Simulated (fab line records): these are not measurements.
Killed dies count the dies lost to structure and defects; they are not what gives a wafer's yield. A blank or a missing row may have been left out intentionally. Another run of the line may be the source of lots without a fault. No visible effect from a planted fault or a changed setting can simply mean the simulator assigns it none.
What tool caused it? ; flow nand_harc ; 10 lots, 30 wafers sampled, at 5 steps of a route of 1159

## WHAT EACH GAUGE READ, for each wafer
NHARC_END_SORT_01. Usual: killed_at_array 27, standard deviation 12; killed_at_other 0.5, standard deviation 0.9; killed_at_periphery 3.7, standard deviation 2.7; killed_dies 31, standard deviation 12; killed_open 3.3, standard deviation 2; killed_short 2.0, standard deviation 1.4.
lot;measured;on;killed_at_array;killed_at_other;killed_at_periphery;killed_dies;killed_open;killed_short;flag
L345;day 22 00:20;prober-01;20 20 17;0 0 1;4 2 2;24 22 20;5 2 4;3 3 4;
L346;day 22 08:14;prober-02;25 25 30;1 0 2;7 7 7;33 32 39;4 2 7;3 6 1;
L357;day 25 19:44;prober-01;29 41 28;2 0 2;0 2 0;31 43 30;2 4 3;1 2 1;
L361;day 26 10:38;prober-02;26 30 26;1 0 0;2 1 3;29 31 29;3 2 0;1 1 1;

## WHAT TOOL EACH LOT RAN ON (gives the tool, then ch and the chambers of the sampled wafers, and finally the start)
lot;NHARC_A_SGD_CUT_DESCUM_14;NHARC_A_SGD_CUT_ETCH_58;NHARC_A_SGD_CUT_ETCH_59;NHARC_A_SGD_CUT_ETCH_15
L339;rie_diel-04 ch 0,2, day 14 08:40;rie_diel-04 ch 0,1,3, day 14 08:46;rie_diel-04 ch 0,3, no start;rie_diel-04 ch 1,2, no start
L340;rie_diel-02 ch 2,3, day 14 10:08;rie_diel-02 ch 1,3, day 14 10:23;rie_diel-02 ch 0,2,3, no start;rie_diel-02 ch 0,1,2, no start
L343;rie_diel-01 ch 1,3, day 15 18:24;rie_diel-01 ch 2,3, day 15 18:30;rie_diel-01 ch 1,2,3, no start;rie_diel-01 ch 0,3, no start
L345;rie_diel-02 ch 0,2,3, day 16 09:24;rie_diel-02 ch 0,1,2, day 16 09:30;rie_diel-02 ch 0,1,3, day 22 00:20 or earlier;rie_diel-02 ch 1,2,3, day 22 00:20 or earlier
L346;rie_diel-02 ch 0,2,3, day 16 13:07;rie_diel-02 ch 2,3, day 16 13:11;rie_diel-02 ch 0,2, day 22 08:14 or earlier;rie_diel-02 ch 1,2,3, day 22 08:14 or earlier
L353;rie_diel-02 ch 0,1,3, day 18 17:43;rie_diel-02 ch 0,2,3, day 18 17:48;rie_diel-02 ch 0,2,3, no start;rie_diel-02 ch 0,2,3, no start
L358;rie_diel-04 ch 0,2,3, day 19 16:04;rie_diel-04 ch 0,2,3, day 19 16:10;rie_diel-04 ch 0,2,3, no start;rie_diel-04 ch 1,2,3, no start
L359;rie_diel-01 ch 1,3, day 19 16:17;rie_diel-01 ch 1,2,3, day 19 16:23;rie_diel-01 ch 1,2,3, no start;rie_diel-01 ch 1,2,3, no start
L357;rie_diel-02 ch 0,3, day 19 16:25;rie_diel-02 ch 0,2,3, day 19 16:30;rie_diel-02 ch 0,1,3, day 25 19:44 or earlier;rie_diel-02 ch 1,2,3, day 25 19:44 or earlier
L361;rie_diel-01 ch 2,3, day 20 03:40;rie_diel-01 ch 0,1,3, day 20 03:45;rie_diel-01 ch 1,2, day 26 10:38 or earlier;rie_diel-01 ch 0,1,3, day 26 10:38 or earlier
- NHARC_A_SGD_CUT_DESCUM_14: chemistry O2, time 3 s.
- NHARC_A_SGD_CUT_ETCH_58: etches the open film in CF4, target depth 39 nm, time 65 s.
- NHARC_A_SGD_CUT_ETCH_59: etches the open film in N2/H2, target depth 260 nm, time 406.25 s.
- NHARC_A_SGD_CUT_ETCH_15: etches the open film in CH3F/O2, target depth 75 nm, time 64.3 s.

## AS READ BY THE TOOLS THEMSELVES (means over the sampled wafers that have a number; for cases with no such wafer, the mark the record gives instead)
NHARC_A_SGD_CUT_DESCUM_14. Usual: drypump_motor_current_A 5.7 A, standard deviation 0.4; oes_product_au 1.004 a.u., standard deviation 0.0091; rf_vpp_V 57.8 V, standard deviation 0.9; showerhead_plenum_p_Torr 1.93 Torr, standard deviation 0.09; throttle_valve_pct 11.311 %, standard deviation 0.0092.
lot;tool;drypump_motor_current_A (A);oes_product_au (a.u.);rf_vpp_V (V);showerhead_plenum_p_Torr (Torr);throttle_valve_pct (%);flag
L339;rie_diel-04;5.7;1.004;58.3;2.05;11.313;
L340;rie_diel-02;5.9;1.006;58.5;1.81;11.312;
L343;rie_diel-01;5.5;1.010;57.6;1.85;11.319;
L345;rie_diel-02;5.7;0.998;57.9;1.87;11.315;
L346;rie_diel-02;5.7;1.001;57.4;1.86;11.319;
L353;rie_diel-02;5.9;1.000;57.1;1.83;11.323;
L358;rie_diel-04;5.9;1.005;58.5;1.99;11.319;
L359;rie_diel-01;5.5;1.006;57.5;1.85;11.315;
L357;rie_diel-02;6.0;1.005;57.1;1.82;11.312;
L361;rie_diel-01;5.4;1.007;57.8;1.85;11.310;

NHARC_A_SGD_CUT_ETCH_58. Usual: bias_w 100.01 W, standard deviation 0.29; cf4_flow_sccm 150.0 sccm, standard deviation 0.44; drypump_motor_current_A 5.7 A, standard deviation 0.4; oes_product_au 1.006 a.u., standard deviation 0.0093; rf_fwd_power_W 297.2 W, standard deviation 1.2; rf_vpp_V 151.6 V, standard deviation 1.2; run_length_s 86.4 s, standard deviation 0.44; showerhead_plenum_p_Torr 1.78 Torr, standard deviation 0.076; throttle_valve_pct 13.285 %, standard deviation 0.0088.
lot;tool;bias_w (W);cf4_flow_sccm (sccm);drypump_motor_current_A (A);oes_product_au (a.u.);rf_fwd_power_W (W);rf_vpp_V (V);run_length_s (s);showerhead_plenum_p_Torr (Torr);throttle_valve_pct (%);flag
L339;rie_diel-04;100.15;149.9;5.7;1.003;295.9;152.9;86.3;1.83;13.281;
L340;rie_diel-02;100.06;150.0;6.1;1.006;297.9;149.3;85.9;1.66;13.283;
L343;rie_diel-01;99.76;149.8;5.4;1.004;296.1;150.7;86.2;1.72;13.286;
L345;rie_diel-02;100.15;149.9;5.6;1.003;296.4;150.9;86.4;1.73;13.290;
L346;rie_diel-02;100.12;150.1;5.9;1.000;298.8;149.7;86.2;1.68;13.293;
L353;rie_diel-02;99.94;149.8;5.7;1.000;297.4;151.1;81.6;1.73;13.277;OFF
L358;rie_diel-04;99.91;150.0;5.9;1.017;297.5;152.9;86.3;1.84;13.288;
L359;rie_diel-01;99.88;150.0;5.4;1.009;297.7;151.6;86.6;1.75;13.280;
L357;rie_diel-02;99.97;149.6;5.6;1.009;296.3;151.1;81.5;1.73;13.283;OFF
L361;rie_diel-01;100.08;150.2;5.8;1.015;297.3;151.5;86.0;1.75;13.277;

NHARC_A_SGD_CUT_ETCH_59. Usual: bias_w 150.0 W, standard deviation 0.45; drypump_motor_current_A 5.7 A, standard deviation 0.4; oes_product_au 1.005 a.u., standard deviation 0.0091; rf_fwd_power_W 399.1 W, standard deviation 1.2; rf_vpp_V 431.0 V, standard deviation 2.8; run_length_s 427.6 s, standard deviation 0.4; showerhead_plenum_p_Torr 2.06 Torr, standard deviation 0.098; throttle_valve_pct 14.172 %, standard deviation 0.0098.
lot;tool;bias_w (W);drypump_motor_current_A (A);oes_product_au (a.u.);rf_fwd_power_W (W);rf_vpp_V (V);run_length_s (s);showerhead_plenum_p_Torr (Torr);throttle_valve_pct (%);flag
L339;rie_diel-04;150.4;6.0;1.010;399.0;431.8;427.2;2.07;14.173;
L340;rie_diel-02;149.8;5.7;1.003;398.2;429.0;427.3;1.99;14.174;
L343;rie_diel-01;150.3;5.4;1.003;398.6;429.8;427.5;2.02;14.169;
L345;rie_diel-02;150.1;5.9;1.004;397.2;428.5;427.4;1.95;14.166;
L346;rie_diel-02;149.3;5.5;0.997;399.5;431.1;427.6;2.04;14.172;
L353;rie_diel-02;149.6;5.7;1.000;399.2;429.0;427.4;1.98;14.181;
L358;rie_diel-04;150.2;5.9;1.001;399.7;432.0;427.5;2.13;14.162;
L359;rie_diel-01;150.4;5.4;1.000;398.5;429.8;427.6;2.02;14.179;
L357;rie_diel-02;149.8;5.9;1.007;399.9;428.0;427.4;1.95;14.168;
L361;rie_diel-01;149.8;5.3;1.008;399.2;431.5;427.9;2.07;14.177;

NHARC_A_SGD_CUT_ETCH_15. Usual: bias_w 99.99 W, standard deviation 0.3; ch3f_flow_sccm 50.01 sccm, standard deviation 0.14; drypump_motor_current_A 5.7 A, standard deviation 0.4; oes_product_au 0.967 a.u., standard deviation 0.016; rf_fwd_power_W 495.3 W, standard deviation 1.9; rf_vpp_V 264.2 V, standard deviation 2; run_length_s 85.6 s, standard deviation 0.41; showerhead_plenum_p_Torr 2.48 Torr, standard deviation 0.11; throttle_valve_pct 20.662 %, standard deviation 0.0081.
lot;tool;bias_w (W);ch3f_flow_sccm (sccm);drypump_motor_current_A (A);oes_product_au (a.u.);rf_fwd_power_W (W);rf_vpp_V (V);run_length_s (s);showerhead_plenum_p_Torr (Torr);throttle_valve_pct (%);flag
L339;rie_diel-04;99.94;50.08;5.6;0.975;494.5;266.3;86.0;2.63;20.662;
L340;rie_diel-02;99.83;49.96;5.7;0.946;494.9;263.1;85.4;2.41;20.668;
L343;rie_diel-01;99.82;50.05;6.1;0.962;496.2;262.9;85.5;2.42;20.666;
L345;rie_diel-02;100.11;50.08;5.9;0.952;495.3;262.1;85.5;2.34;20.667;
L346;rie_diel-02;100.12;50.01;5.9;0.969;497.1;262.7;85.6;2.34;20.659;
L353;rie_diel-02;100.05;50.03;5.7;0.957;497.5;263.2;85.8;2.39;20.666;
L358;rie_diel-04;100.04;50.09;5.7;0.964;495.6;266.0;85.8;2.55;20.663;
L359;rie_diel-01;99.82;50.11;5.4;0.955;494.9;263.6;85.7;2.44;20.659;
L357;rie_diel-02;100.02;50.11;5.9;0.973;495.7;261.6;85.5;2.33;20.659;
L361;rie_diel-01;99.85;50.15;5.9;0.986;496.5;263.6;85.3;2.43;20.658;

## THE ANSWER, worked out from the rows above alone
Rule: take the mean of a lot's wafers that have a number; if it is more than 3 standard deviations from the usual mean, the lot is off. A lot without any number at a reading at which 4 lots or more have one is off too. The other lots that the step has rows for count as sound. Order of review: gauges by route order, followed by the tools' own readings, for which a lot's mean as printed above is used. The first step at which some lot is off is used, and at that step the reading that is off furthest; a lot without a number counts as furthest.
Off at NHARC_A_SGD_CUT_ETCH_58 (run_length_s): L353, L357.
If a tool, at that step or one of the process steps before it, ran each lot that is off and ran no sound lot following the first of them, it fits. One fits: rie_diel-02 at NHARC_A_SGD_CUT_DESCUM_14 and NHARC_A_SGD_CUT_ETCH_58. At NHARC_A_SGD_CUT_DESCUM_14 its last sound lot is L346 (day 16 13:07), its first lot that is off L353 (day 18 17:43): a fault that began between those two fits.

## WHAT WAS PUT IN BY THE SIMULATOR
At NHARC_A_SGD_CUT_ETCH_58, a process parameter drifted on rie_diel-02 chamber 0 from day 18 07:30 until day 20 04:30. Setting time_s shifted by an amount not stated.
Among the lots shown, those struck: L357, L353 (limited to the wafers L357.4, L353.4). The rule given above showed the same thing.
